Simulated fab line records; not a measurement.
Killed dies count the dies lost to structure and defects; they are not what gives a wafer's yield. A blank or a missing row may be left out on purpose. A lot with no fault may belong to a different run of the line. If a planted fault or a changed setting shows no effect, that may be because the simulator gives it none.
Chamber matching + flow nandHarc + NHARC_P_M0_ETCH_34 on rieDiel-01 has 4 sister chambers
The step etches the open film in N2/H2, target depth 40 nm, overetch 12 nm, time 43.94 s. 18 wafers are shown with their chamber, then 9 later ones without.

## EACH WAFER AND ITS CHAMBER
| wafer  | chamber | showerheadPlenumPTorr (Torr) | drypumpMotorCurrentA (A) | rfVppV (V) |
|--------|---------|------------------------------|--------------------------|------------|
| L074.1 | 1       | 2.14                         | 5.7                      | 433.6      |
| L074.5 | 3       | 1.94                         | 6.3                      | 427.1      |
| L074.6 | 0       | 2.10                         | 5.9                      | 432.1      |
| L075.1 | 2       | 2.03                         | 6.0                      | 431.0      |
| L075.4 | 0       | 2.10                         | 5.9                      | 431.9      |
| L075.5 | 1       | 2.14                         | 5.7                      | 432.4      |
| L079.3 | 0       | 2.09                         | 5.9                      | 430.8      |
| L079.4 | 1       | 2.14                         | 5.7                      | 431.6      |
| L079.5 | 0       | 2.09                         | 5.9                      | 432.6      |
| L082.1 | 3       | 1.93                         | 6.3                      | 427.2      |
| L082.3 | 0       | 2.09                         | 5.9                      | 431.9      |
| L082.5 | 3       | 1.93                         | 6.3                      | 427.6      |
| L084.1 | 3       | 1.93                         | 6.4                      | 426.5      |
| L084.5 | 0       | 2.09                         | 5.9                      | 434.0      |
| L084.6 | 3       | 1.93                         | 6.4                      | 428.6      |
| L091.2 | 2       | 2.01                         | 5.9                      | 430.1      |
| L091.5 | 1       | 2.12                         | 5.6                      | 432.4      |
| L091.6 | 2       | 2.01                         | 5.9                      | 430.4      |

SIGNATURES (averages over the wafers above)
| reading               | chamber 0 | chamber 1 | chamber 2 | chamber 3 | scatter within a chamber |
|-----------------------|-----------|-----------|-----------|-----------|--------------------------|
| showerheadPlenumPTorr | 2.0933    | 2.1350    | 2.0167    | 1.9320    | 0.00746                  |
| drypumpMotorCurrentA  | 5.900     | 5.675     | 5.933     | 6.340     | 0.0432                   |
| rfVppV                | 432.217   | 432.500   | 430.500   | 427.400   | 0.863                    |
Rule: for a wafer and a chamber, the distance is found by dividing, reading by reading, the gap between the wafer's reading and the chamber's mean by the reading's scatter, squaring, summing and taking the root. If the next closest chamber is less than 2 further off than the closest, the wafer can't be placed; otherwise it belongs to the closest. The scatter is the square root of a quotient: the sum, over the shown wafers, of each reading's squared deviation from its chamber's mean, divided by wafers minus chambers.

## WAFERS WHOSE CHAMBER IS MISSING
| wafer  | showerheadPlenumPTorr (Torr) | drypumpMotorCurrentA (A) | rfVppV (V) |
|--------|------------------------------|--------------------------|------------|
| L093.2 | 1.92                         | 6.3                      | 428.7      |
| L093.4 | 2.12                         | 5.6                      | 432.6      |
| L093.5 | 2.08                         | 5.9                      | 431.7      |
| L094.3 | 1.92                         | 6.3                      | 428.2      |
| L094.4 | 2.08                         | 5.9                      | 430.7      |
| L094.6 | 2.08                         | 5.9                      | 430.3      |
| L096.1 | 2.01                         | 5.9                      | 427.8      |
| L096.2 | 1.92                         | 6.3                      | 425.4      |
| L096.5 | 2.12                         | 5.7                      | 432.9      |

## CHAMBER TAKEN BY EACH
| wafer  | from the rows above | in truth |
|--------|---------------------|----------|
| L093.2 | 3                   | 3        |
| L093.4 | 1                   | 1        |
| L093.5 | 0                   | 0        |
| L094.3 | 3                   | 3        |
| L094.4 | 0                   | 0        |
| L094.6 | 0                   | 0        |
| L096.1 | 2                   | 2        |
| L096.2 | 3                   | 3        |
| L096.5 | 1                   | 1        |
Placed correctly: 9 of 9. Can't be placed from these rows: 0. Placed wrongly: 0.
